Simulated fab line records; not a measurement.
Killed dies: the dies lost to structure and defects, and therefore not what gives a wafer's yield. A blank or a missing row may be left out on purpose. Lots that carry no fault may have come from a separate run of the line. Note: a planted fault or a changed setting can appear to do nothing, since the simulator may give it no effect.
A lot that was struck, set against a sound lot	flow n5Finfet	20 out of 1938 route steps
Sound: these wafers, L383.2, L383.4, L383.6. The struck wafers were L400.2, L400.3, L400.5. At the end, the cause is stated.
Order at every step that has rows: each side's tool, ch and its chambers, its first start. Under that, the readings that differ: sound wafers	struck wafers	difference of the means	sigmas: that difference in standard deviations of wafers without a fault.
alike: a reading whose means differ by less than 2 such deviations, as well as words and numbers matching on both sides. not compared: withheld readings; readings where some wafer has no value; bounds like >300 that might hide an equal value; numbers whose values overlap and for which the record gives no deviation.
Wherever a step has rows on one side only, a row that says differs or no value, or a row with sigmas, the two part there. When numbers do not overlap yet have no deviation, they are printed without sigmas and do not part them. Lack of a reading on every wafer of one side parts them only where that side has two or more wafers.

N5_BEOL_M3_RS_MEAS_58: uses a four-point probe to measure.
  sound on filmMetro-01 at day 8 05:01; struck on filmMetro-01 at day 12 15:01
  alike: M3_RS
N5_BEOL_M3_INSPECT_59: inspects for defects (darkfield).
  sound on defectInspect-01 at day 8 05:02; struck on defectInspect-01 at day 12 15:02
  alike: rawDefectCount
N5_BEOL_M4_ILD_DEP_00: deposits SiOC from DEMS/O2, target thk 79 nm, time 15.3 s.
  sound on pecvd-03 ch 0,2, day 8 05:05; struck on pecvd-04 ch 0,1, day 12 15:05
reading	sound	struck	difference	sigmas
showerheadVppV (V)	1346 1344 1292	1432 1480 1458	+129	+2
  alike: heaterPowerW, showerheadPlenumPTorr, susceptorTempC, throttleValvePct
N5_BEOL_M4_THK_MEAS_01:
  sound on filmMetro-02 at day 8 05:08; struck on filmMetro-02 at day 12 15:09
  alike: M4_ILD_THK
N5_BEOL_M4_PECVD_72: deposits SiO2 from TEOS/O2, target thk 16 nm, time 18 s.
  sound on pecvd-03 ch 0,1,2, day 8 05:11; struck on pecvd-03 ch 1,2, day 12 15:11
  alike: heaterPowerW, showerheadPlenumPTorr, showerheadVppV, susceptorTempC, throttleValvePct
N5_BEOL_M4_HM_DEP_02: deposits TiN, target thk 20 nm.
  sound on pvdSputter-03 at day 8 06:59; struck on pvdSputter-02 at day 12 16:46
reading	sound	struck	difference	sigmas
susceptorTempC (C)	24.94 25.00 24.94	25.15 25.17 25.28	+0.24	+2
  alike: throttleValvePct
then, 6 steps without rows for these wafers: N5_BEOL_M4_COAT_61 (time 60 s, resist thk 60 nm); N5_BEOL_M4_COAT_62 (time 60 s, resist thk 12 nm); N5_BEOL_M4_COAT_73 (time 60 s, resist thk 5 nm); N5_BEOL_M4_COAT_05 (resist thk 30 nm); N5_BEOL_M4_EBR_07; N5_BEOL_M4_SOFTBAKE_06 (time 60 s).
N5_BEOL_M4_EXPOSE_08: exposes mask M4.
  sound on euvScanner-01 ch 0, day 8 07:16; struck on euvScanner-02 ch 0, day 12 17:02
reading	sound	struck	difference	sigmas
model.BEOL_M4.overlayXNm (nm)	0 0 0	4 4 4	+4	
  alike: mask
then, 2 steps without rows for these wafers: N5_BEOL_M4_PEB_09 (peb time 60 s); N5_BEOL_M4_DEVELOP_10 (develop time 30 s).
N5_BEOL_M4_CD_MEAS_11 targets a cd of 16.79 nm.
  sound on cdSem-02 ch 0, day 8 07:23; struck on cdSem-01 ch 0, day 12 17:10
  alike: cdNm
N5_BEOL_M4_OVL_MEAS_12:
  sound on overlay-02 ch 0, day 8 07:25; struck on overlay-01 ch 0, day 12 17:12
reading	sound	struck	difference	sigmas
M4_OVL (nm)	0.0 -0.3 -0.7	5.5 5.4 5.0	+5.6	+8
N5_BEOL_M4_INSPECT_13: inspects for defects (brightfield).
  sound on defectInspect-01 at day 8 07:28; struck on defectInspect-01 at day 12 17:15
  alike: rawDefectCount
N5_BEOL_M4_RC_MEAS_101:
  sound on prober-01 ch 0, day 9 13:10; struck on prober-01 ch 0, day 13 14:49
  alike: DIBL_N, DIBL_P, IOFF_N, IOFF_P, ION_N, ION_P, SS_N, SS_P, VT_N, VT_P
N5_PASSIVATION_PROBE_49:
  the record has rows for the sound wafers here (prober-02, day 13 22:31) and none for the struck ones

## WHERE THEY PART
At N5_BEOL_M4_ILD_DEP_00 first; at N5_PASSIVATION_PROBE_49 last (within this record only).

WHY: whatever the simulator had introduced
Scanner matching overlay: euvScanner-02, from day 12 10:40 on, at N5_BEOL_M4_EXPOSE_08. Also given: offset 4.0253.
